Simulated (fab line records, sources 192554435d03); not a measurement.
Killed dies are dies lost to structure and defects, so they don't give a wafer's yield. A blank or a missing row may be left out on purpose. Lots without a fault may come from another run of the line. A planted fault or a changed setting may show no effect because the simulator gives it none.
fab line records | flow n5_finfet
record lots=4 wafers=12 last_day=18
route steps=1938 shown BEOL_M9@1464 BEOL_M10@1470
lots that met no fault: from a run of the same line without faults
start_h: hours from the record's first day to the start of the lot's first wafer shown | wait_h: hours since the lot's step before | " the same as in the row above | L1.1+2: a row that stands for several wafers | - no value, or no start given | * or withheld: withheld | < > ~ a bound
route shown NAME@n: a module of which the file shows steps, and the number in the route of the first | usual: mean/standard deviation of fault-free wafers | same: alike in all rows | chamber/n: place in a boat | sites: the reading at each site | _std_site: their standard deviation | _edge_site: outer sites' mean less inner sites' | radius_mm: how far each site lies from the wafer's centre | mask NAME#n: copy n | behind: the tool/chamber that last shaped the wafer | hold: why the lot was held/for how many hours/how that ended | device: the transistor (n, p or np) that didn't switch | end of line: the same wafers' tests at the end of the route | a step without rows: its recipe alone | killed: dies lost to structure and defects at the first sort, not the wafer's yield | map: a wafer's dies, x killed, . not, _ none there
set.NAME: the setting as run; set.NAME@STEP: as run at that earlier step | model.NAME: the simulator's own value behind a step, which no gauge read
lots at some steps of the route; a table a step, a row a wafer
services: from which hour (start_h, from the record's first day; less than 0 if before it) a tool's chamber was out of use, for how many hours, and why
## steps
# step N5_BEOL_M9_CMP_52
# recipe stop_on=SiCOH_lowk t_overpolish_s=7 down_force_psi=1 platen_rpm=50 clearing_platen_down_force_psi=1.5 clearing_platen_rpm=50 post_cmp_clean=cu_alkaline target_thk_nm=140 clearing_platen_pad_velocity_m_s=0.99484 pad_velocity_m_s=0.99484
# step N5_BEOL_M9_PRE_CLEAN_55
# recipe gas=NH3 time_s=15 temp_c=withheld rf_power_w=300
# step N5_BEOL_M9_DEP_56
# recipe material=SiCN target_thk_a=150 temp_c=withheld precursor=3MS/NH3 pressure_torr=3 rf_w=202 time_s=26.5
# step N5_BEOL_M10_ILD_DEP_00
# recipe material=SiCOH_lowk target_thk_a=3085.1 temp_c=300 precursor=DEMS/porogen pressure_torr=5 rf_w=500 time_s=58
# step N5_BEOL_M10_CURE_71
# recipe temp_c=385 time_s=240 ambient=He/Ar material=SiCOH_lowk
# step N5_BEOL_M10_PECVD_70
# recipe material=SiO2 target_thk_a=200 temp_c=400 precursor=TEOS/O2 pressure_torr=5.5 rf_w=450 teos_flow_sccm=53.8 gas=O2 flow_sccm=3000 time_s=22.7
# step N5_BEOL_M10_HM_DEP_02
# recipe material=TiN target_thk_a=200 temp_c=25 chamber_pressure_pa=0.49996
# step N5_BEOL_M10_COAT_59
# recipe resist=SOC temp_c=250 time_s=60 spin_rpm=1500 resist_thk_nm=100
# step N5_BEOL_M10_COAT_60
# recipe resist=SiARC temp_c=220 time_s=60 spin_rpm=1500 resist_thk_nm=30
# usual spin_speed_rpm=1499.9/0.95
# columns lot.wafer tool chamber start_h wait_h spin_speed_rpm model.SiARC_of_BEOL_M10_COAT_60.thk_nm
L573.2 litho_track-01 0 250.82 - 1499.6 30
L573.4 " 0 " " 1501.2 30
L573.5 " 0 " " 1500.7 30.2
L591.1 litho_track-01 0 347.93 - 1371.2 31.2
L591.2 " 0 " " 1370.9 31.4
L591.3 " 0 " " 1371.5 31.2
L592.2 litho_track-05 0 358.92 - 1498.5 30
L592.3 " 0 " " 1501.9 30
L592.4 " 0 " " 1500.9 30
L593.4 litho_track-01 0 380.31 - 1372.8 31.4
L593.5 " 0 " " 1370.5 31.4
L593.6 " 0 " " 1371.0 31.4
# step N5_BEOL_M10_COAT_05
# recipe resist=CAR-ArF spin_rpm=1500 resist_thk_nm=90
# step N5_BEOL_M10_EBR_07
# recipe solvent=PGMEA ebr_width_mm=1.5
# step N5_BEOL_M10_SOFTBAKE_06
# recipe temp_c=110 time_s=60 resist=CAR-ArF
# step N5_BEOL_M10_EXPOSE_08
# recipe mask_id=M10 na=1.35 source_shape=dipole sigma_inner=0.411 sigma_outer=0.611 polarization=te dose_mj=53.75
# step N5_BEOL_M10_PEB_09
# recipe peb_temp_c=withheld peb_time_s=60 resist=CAR-ArF
# step N5_BEOL_M10_DEVELOP_10
# recipe develop_time_s=30 developer=TMAH resist=CAR-ArF rinse_liquid=diw dry=air_spin dev_temp_c=23
# step N5_BEOL_M10_DESCUM_16
# recipe chemistry=O2 time_s=7.9 source_power_w=50 bias_power_w=20 pressure_mtorr=20 rf_frequency_hz=2.712e+07 temp_c=40 resist=CAR-ArF o2_flow_sccm=225
# step N5_BEOL_M10_ETCH_61
# recipe chemistry=CF4 target=SiARC target_depth_a=390 mask_material=CAR-ArF time_s=65 ion_energy_ev=80 pressure_mtorr=40 source_w=545 bias_w=36 Ar_flow_sccm=100 cf4_flow_sccm=100 ends=cleared
# usual cf4_flow_sccm=100.0/0.31 drypump_motor_current_A=5.7/0.33 etch_rf_on_time_s=63.3/2.1 oes_product_au=0.69/0.069 rf_vpp_V=184.3/1.1 showerhead_plenum_p_Torr=2.15/0.071 throttle_valve_pct=15.70/0.21
# columns lot.wafer tool chamber start_h wait_h cf4_flow_sccm drypump_motor_current_A etch_rf_on_time_s oes_product_au rf_hours_counter_h rf_vpp_V showerhead_plenum_p_Torr throttle_valve_pct model.etch.depth_nm model.CAR-ArF_of_BEOL_M10_COAT_05.thk_nm
L573.2 rie_diel-03 0 251.41 0.0 100.0 5.5 63.3 0.60 220 185.9 2.19 16.06 30.08 55.8
L573.4 " 1 " " 100.1 5.4 63.2 0.59 240 184.2 2.03 15.95 30.05 55.8
L573.5 " 3 " " 99.7 5.7 61.7 0.70 - 184.2 2.17 15.51 30.15 55.8
L591.1 rie_diel-01 2 348.29 0.0 100.6 6.2 64.6 0.73 79 183.5 2.18 15.67 31.26 54.4
L591.2 " 3 " " 99.8 5.2 67.0 0.73 55 184.4 2.25 15.39 31.41 54.4
L591.3 " 0 " " 99.5 6.2 64.6 0.65 186 183.8 2.15 15.94 31.27 54.6
L592.2 rie_diel-03 1 360.46 0.0 99.8 5.4 62.5 0.78 26 186.3 2.28 15.58 30.04 55.4
L592.3 " 2 " " 99.8 5.7 64.7 0.60 - 182.1 2.04 15.79 30 55.4
L592.4 " 1 " " 99.1 5.4 62.6 0.78 - 185.5 2.27 15.58 29.94 55.4
L593.4 rie_diel-05 3 380.82 0.0 100.0 5.3 63.1 0.72 - 182.8 2.07 15.90 31.47 54
L593.5 " 2 " " 99.7 5.8 62.6 0.73 - 182.8 2.09 15.98 31.48 54.2
L593.6 " 1 " " 99.8 5.8 67.3 0.68 - 184.4 2.18 15.53 31.44 54
# step N5_BEOL_M10_ETCH_62
# recipe chemistry=N2/H2 target=SOC target_depth_a=1100 overetch_a=220 mask_material=SiARC temp_c=40 time_s=165 ion_energy_ev=200 pressure_mtorr=30 source_w=840 bias_w=150 n2_flow_sccm=200 h2_flow_sccm=200
# usual drypump_motor_current_A=5.7/0.33 oes_product_au=0.67/0.061 rf_vpp_V=524.1/2.7 showerhead_plenum_p_Torr=2.54/0.089 throttle_valve_pct=17.85/0.25
# columns lot.wafer tool chamber start_h wait_h drypump_motor_current_A oes_product_au rf_hours_counter_h rf_vpp_V showerhead_plenum_p_Torr throttle_valve_pct model.SiARC_of_BEOL_M10_COAT_60.thk_nm
L573.2 rie_diel-03 0 251.46 0.0 5.6 0.57 220 526.1 2.61 18.24 23.2
L573.4 " 1 " " 5.4 0.58 240 519.5 2.37 17.90 23.2
L573.5 " 3 " " 5.6 0.68 - 526.0 2.57 17.68 23.2
L591.1 rie_diel-01 2 348.34 0.0 6.2 0.71 79 525.7 2.56 17.76 24.4
L591.2 " 3 " " 5.2 0.72 55 526.0 2.68 17.59 25
L591.3 " 0 " " 6.2 0.62 186 523.4 2.51 17.90 24.6
L592.2 rie_diel-03 1 360.54 0.1 5.4 0.76 26 527.8 2.67 17.63 23.2
L592.3 " 2 " " 5.7 0.59 - 519.8 2.41 18.04 23.6
L592.4 " 1 " " 5.4 0.76 - 528.6 2.67 17.63 23
L593.4 rie_diel-05 3 380.91 0.1 5.3 0.70 - 522.4 2.45 18.08 24.6
L593.5 " 2 " " 5.9 0.70 - 521.6 2.48 18.39 24.4
L593.6 " 1 " " 5.8 0.67 - 522.8 2.54 17.45 25
# step N5_BEOL_M10_STRIP_68
# recipe chemistry=N2/H2 temp_c=40 n2_flow_sccm=200 h2_flow_sccm=200 rf_frequency_hz=6e+07
## services
# columns tool chamber start_h hours kind
rie_diel-03 - 253.52 0.4 repair
rie_diel-05 0 265.47 8.7 repair
rie_diel-03 1 276.68 - clean
rie_diel-03 1 276.68 - consumable_replace:focus_ring
rie_diel-03 1 276.68 - consumable_replace:showerhead
rie_diel-03 1 276.68 18.7 scheduled_down
rie_diel-03 1 276.68 18.7 vent_cycle
rie_diel-05 2 279.25 2.4 repair
rie_diel-05 0 287.52 1.8 repair
rie_diel-01 3 288.67 23.6 repair
rie_diel-05 1 290.79 6.3 repair
rie_diel-03 0 293.22 10.1 repair
rie_diel-01 0 317.16 9.8 repair
rie_diel-05 1 317.84 8.7 repair
rie_diel-03 0 336.21 4.9 repair
rie_diel-03 0 347.94 - clean
rie_diel-03 0 347.94 - consumable_replace:focus_ring
rie_diel-03 0 347.94 17.2 scheduled_down
rie_diel-03 0 347.94 17.2 vent_cycle
rie_diel-01 - 349.21 14.6 pm
rie_diel-03 3 359.58 7.1 repair
rie_diel-01 0 372.32 7.8 repair
rie_diel-05 0 376.89 - clean
rie_diel-05 0 376.89 - consumable_replace:focus_ring
## key
first_sign step=N5_BEOL_M10_COAT_60 reading=spin_speed_rpm direction=down sigmas=99+ usual=* struck=*
effect none on later readings
model_effect step=N5_BEOL_M10_COAT_60 value=SiARC_of_BEOL_M10_COAT_60.thk_nm without=30 struck=31.33
model_effect step=N5_BEOL_M10_ETCH_61 value=etch.depth_nm without=30.01 struck=31.39
model_effect step=N5_BEOL_M10_ETCH_62 value=SiARC_of_BEOL_M10_COAT_60.thk_nm without=23.27 struck=24.67
met_at N5_BEOL_M10_COAT_60
struck_wafers L591.1,L591.2,L591.3,L593.4,L593.5,L593.6
onset_between 250.82 347.93
fault kind=process_parameter_drift tool=litho_track-01 chamber=- onset_h=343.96 steps=N5_BEOL_M10_COAT_60 channel=spin_rpm offset=* shape=step end_h=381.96 acts_in=* stated=*
